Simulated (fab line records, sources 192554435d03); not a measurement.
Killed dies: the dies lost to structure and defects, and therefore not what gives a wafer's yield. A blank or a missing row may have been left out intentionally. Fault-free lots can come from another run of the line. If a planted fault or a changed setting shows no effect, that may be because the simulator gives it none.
Lot-split experiment + flow n5-finfet + 21 wafers read from 7 lots, route of 1938 steps

## ON THE SPLIT
At N5_BEOL_M0_TRENCH_ETCH_107 (etches SiOC in C4F6/O2, target depth 32.8 nm, time 16.4 s), the setting target-depth-a was moved away from the recipe's 328 angstrom on 6 of the 21 wafers read, by -11.6% to +8.1%. The other wafers ran this setting at the recipe's value.

## BETWEEN THE SPLIT AND THE READING: the file shows 1 step in between
- N5_BEOL_M0_STRIP_142: strips in N2/H2, time 10 s

## THE READING
trench-depth-nm, in nm, at N5_BEOL_M0_OCD_MEAS_108. On this fab line, fault-free wafers typically give 32.6 nm with a standard deviation of 0.63 nm.

| wafer  | tool, chamber at the split | target-depth-a as run, angstrom | against the recipe | trench-depth-nm, nm | against lot-mates on the recipe |
|--------|----------------------------|---------------------------------|--------------------|---------------------|---------------------------------|
| L078.1 | rie-diel-01, 0             | 302.6                           | -7.7%              | 30.3                | -2.1                            |
| L078.3 | rie-diel-01, 1             | 302.6                           | -7.7%              | 29.5                | -2.9                            |
| L078.5 | rie-diel-01, 1             | 328                             | recipe             | 32.4                | -                               |
| L079.3 | rie-diel-05, 3             | 328                             | recipe             | 32.0                | -                               |
| L079.4 | rie-diel-05, 0             | 328                             | recipe             | 33.4                | -                               |
| L079.6 | rie-diel-05, 3             | 328                             | recipe             | 32.2                | -                               |
| L081.3 | rie-diel-01, 3             | 328                             | recipe             | 32.7                | -                               |
| L081.4 | rie-diel-01, 2             | 290.1                           | -11.6%             | 28.8                | -3.9                            |
| L081.6 | rie-diel-01, 1             | 290.1                           | -11.6%             | 28.5                | -4.2                            |
| L085.1 | rie-diel-03, 3             | 328                             | recipe             | 33.7                | -                               |
| L085.2 | rie-diel-03, 0             | 328                             | recipe             | 31.9                | -                               |
| L085.3 | rie-diel-03, 1             | 328                             | recipe             | 33.5                | -                               |
| L089.1 | rie-diel-03, 3             | 354.6                           | +8.1%              | 36.0                | +4.1                            |
| L089.3 | rie-diel-03, 0             | 328                             | recipe             | 31.9                | -                               |
| L089.4 | rie-diel-03, 2             | 354.6                           | +8.1%              | 35.0                | +3.1                            |
| L092.2 | rie-diel-03, 3             | 328                             | recipe             | 32.5                | -                               |
| L092.3 | rie-diel-03, 1             | 328                             | recipe             | 32.7                | -                               |
| L092.5 | rie-diel-03, 0             | 328                             | recipe             | 31.6                | -                               |
| L093.1 | rie-diel-01, 3             | 328                             | recipe             | 33.1                | -                               |
| L093.4 | rie-diel-01, 2             | 328                             | recipe             | 34.2                | -                               |
| L093.6 | rie-diel-01, 0             | 328                             | recipe             | 33.1                | -                               |

THE FIT
A straight line over all 21 wafers: trench-depth-nm changes by +0.352 nm for each +1% of target-depth-a; r = +0.93; the points scatter about the line by 0.69 nm.
The same after taking each lot's own level away (the mean of its wafers on the recipe; 21 wafers): +0.373 nm for each +1%; r = +0.96; scatter 0.57 nm.
That fit puts the effect of the largest move of target-depth-a on the reading at 4.3 nm.
The lots' own levels span 31.90 to 33.47 nm, that is 2.5 times the standard deviation above.
Hence the lot-to-lot level has little effect on the slope; both slopes agree.
Check: with one of the wafers moved furthest among these (-11.6%) left out of the fit, the line predicts -4.3 nm for it against its lot-mates. It came out at -3.9 nm against them.

## THE WHOLE CHAIN: every reading that the file lists as answering this split, in the file's order
| step                       | what it does                                              | reading                                                                   | change (the file's fit)               | r (the file's) |
|----------------------------|-----------------------------------------------------------|---------------------------------------------------------------------------|---------------------------------------|----------------|
| N5_BEOL_M0_TRENCH_ETCH_107 | etches SiOC in C4F6/O2, target depth 32.8 nm, time 16.4 s | BEOL_M0.feature-depth-nm (the simulator's own value, which no gauge read) | +0.343 nm for each +1% of the setting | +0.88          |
| N5_BEOL_M0_OCD_MEAS_108    |                                                           | trench-depth-nm                                                           | +0.369 nm for each +1% of the setting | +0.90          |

## FILE'S OWN FIT
trench-depth-nm changes by +0.369 nm for each +1% of target-depth-a, r = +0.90.
